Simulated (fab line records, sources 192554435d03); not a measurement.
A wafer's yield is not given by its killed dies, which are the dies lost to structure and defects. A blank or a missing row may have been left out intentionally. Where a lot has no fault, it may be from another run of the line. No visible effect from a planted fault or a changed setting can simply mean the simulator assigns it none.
Matching of chambers    flow n5-finfet    N5_BEOL_M14_ETCH_68 on rie-diel-03: 4 sister chambers
The step etches SOC in N2/H2, time 450 s. 16 wafers are shown with their chamber, then 8 later ones without.

WAFERS WITH THEIR CHAMBER
wafer   chamber  showerhead-plenum-p-Torr (Torr)  throttle-valve-pct (%)  oes-product-au (a.u.)
L076.1  2        2.39                             17.93                   0.69
L076.5  2        2.39                             17.93                   0.68
L076.6  1        2.49                             17.36                   0.95
L083.1  1        2.49                             17.34                   0.96
L083.2  0        2.54                             17.56                   0.79
L083.5  2        2.39                             17.94                   0.69
L084.2  0        2.54                             17.56                   0.79
L084.4  3        2.68                             17.61                   0.84
L084.6  1        2.49                             17.39                   0.93
L088.1  0        2.54                             17.56                   0.77
L088.2  2        2.39                             17.94                   0.67
L088.4  1        2.49                             17.37                   0.92
L087.4  1        2.48                             17.39                   0.92
L087.5  3        2.68                             17.63                   0.83
L087.6  2        2.38                             17.97                   0.68
L089.1  1        2.48                             17.39                   0.90

SIGNATURES (means of the wafers above)
reading                   chamber 0  chamber 1  chamber 2  chamber 3  scatter within a chamber
showerhead-plenum-p-Torr  2.5400     2.4867     2.3880     2.6800     0.00422
throttle-valve-pct        17.5600    17.3733    17.9420    17.6200    0.0169
oes-product-au            0.7833     0.9300     0.6820     0.8350     0.0158
Rule: for each reading, subtract the chamber's mean from the wafer's reading, divide by that reading's scatter and square the result; add these up over the readings and take the root, which gives the wafer's distance from the chamber. If the next closest chamber is less than 2 further off than the closest, the wafer can't be placed; otherwise it belongs to the closest. The scatter is the square root of a quotient: the sum, over the shown wafers, of each reading's squared deviation from its chamber's mean, divided by wafers minus chambers.

WAFERS WHOSE CHAMBER IS MISSING
wafer   showerhead-plenum-p-Torr (Torr)  throttle-valve-pct (%)  oes-product-au (a.u.)
L089.3  2.53                             17.57                   0.76
L089.5  2.53                             17.60                   0.76
L093.1  2.48                             17.41                   0.89
L093.2  2.68                             17.64                   0.82
L093.3  2.53                             17.59                   0.76
L093.4  2.68                             17.65                   0.81
L093.5  2.53                             17.60                   0.76
L093.6  2.48                             17.41                   0.90

WHICH CHAMBER EACH ONE RAN IN
wafer   from the rows above  in truth
L089.3  0                    0
L089.5  0                    0
L093.1  1                    1
L093.2  3                    3
L093.3  0                    0
L093.4  3                    3
L093.5  0                    0
L093.6  1                    1
8 of 8 placed correctly. Can't be placed from these rows: 0. Placed wrongly: 0.
